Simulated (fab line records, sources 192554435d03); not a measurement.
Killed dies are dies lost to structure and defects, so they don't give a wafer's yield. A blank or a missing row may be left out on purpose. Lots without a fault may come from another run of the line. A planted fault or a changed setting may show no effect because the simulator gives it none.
Chamber matching | flow n5_finfet | N5_BEOL_M15_VIA_ETCH_16 on rie_diel-04: 4 sister chambers
The step etches SiO2 in C4F8/O2/Ar, target depth 1792.2 nm. 16 wafers are shown with their chamber, then 8 later ones without.

WAFERS WITH THEIR CHAMBER
wafer  | chamber | rf_vpp_V (V) | drypump_motor_current_A (A) | showerhead_plenum_p_Torr (Torr)
L075.2 | 1       | 2221         | 6.3                         | 3.60
L075.3 | 2       | 2239         | 6.4                         | 3.50
L075.5 | 3       | 2213         | 5.3                         | 3.53
L076.1 | 2       | 2238         | 6.4                         | 3.50
L076.2 | 1       | 2221         | 6.4                         | 3.59
L076.5 | 1       | 2220         | 6.3                         | 3.59
L077.1 | 3       | 2216         | 5.4                         | 3.53
L077.2 | 0       | 2269         | 6.1                         | 3.45
L077.5 | 1       | 2219         | 6.3                         | 3.59
L084.1 | 1       | 2219         | 6.4                         | 3.59
L084.3 | 3       | 2213         | 5.3                         | 3.53
L084.6 | 1       | 2218         | 6.4                         | 3.59
L088.1 | 2       | 2238         | 6.4                         | 3.49
L088.3 | 0       | 2267         | 6.1                         | 3.44
L088.6 | 0       | 2268         | 6.1                         | 3.44
L091.1 | 0       | 2268         | 6.1                         | 3.44

SIGNATURES (means of the wafers above)
reading                  | chamber 0 | chamber 1 | chamber 2 | chamber 3 | scatter within a chamber
rf_vpp_V                 | 2268.00   | 2219.67   | 2238.33   | 2214.00   | 1.15
drypump_motor_current_A  | 6.100     | 6.350     | 6.400     | 5.333     | 0.0425
showerhead_plenum_p_Torr | 3.4425    | 3.5917    | 3.4967    | 3.5300    | 0.00433
Rule: a wafer's distance from a chamber is the root of the sum, over the readings, of the square of ((its reading less the chamber's mean) divided by the reading's scatter). The wafer belongs to the nearest chamber; if the next one is less than 2 further off, it can't be placed. The scatter: the root of (the sum of the squares of (reading less its chamber's mean) over the shown wafers, divided by (wafers less chambers)).

WAFERS WITHOUT THEIR CHAMBER
wafer  | rf_vpp_V (V) | drypump_motor_current_A (A) | showerhead_plenum_p_Torr (Torr)
L091.5 | 2238         | 6.4                         | 3.49
L091.6 | 2218         | 6.4                         | 3.58
L095.1 | 2237         | 6.4                         | 3.48
L095.4 | 2268         | 6.1                         | 3.43
L095.5 | 2218         | 6.3                         | 3.57
L097.4 | 2237         | 6.4                         | 3.48
L097.5 | 2267         | 6.1                         | 3.43
L097.6 | 2218         | 6.3                         | 3.57

WHICH CHAMBER EACH WENT THROUGH
wafer  | from the rows above | in truth
L091.5 | 2                   | 2
L091.6 | 1                   | 1
L095.1 | 2                   | 2
L095.4 | 0                   | 0
L095.5 | 1                   | 1
L097.4 | 2                   | 2
L097.5 | 0                   | 0
L097.6 | 1                   | 1
Placed correctly: 8 of 8. Can't be placed from these rows: 0. Placed wrongly: 0.
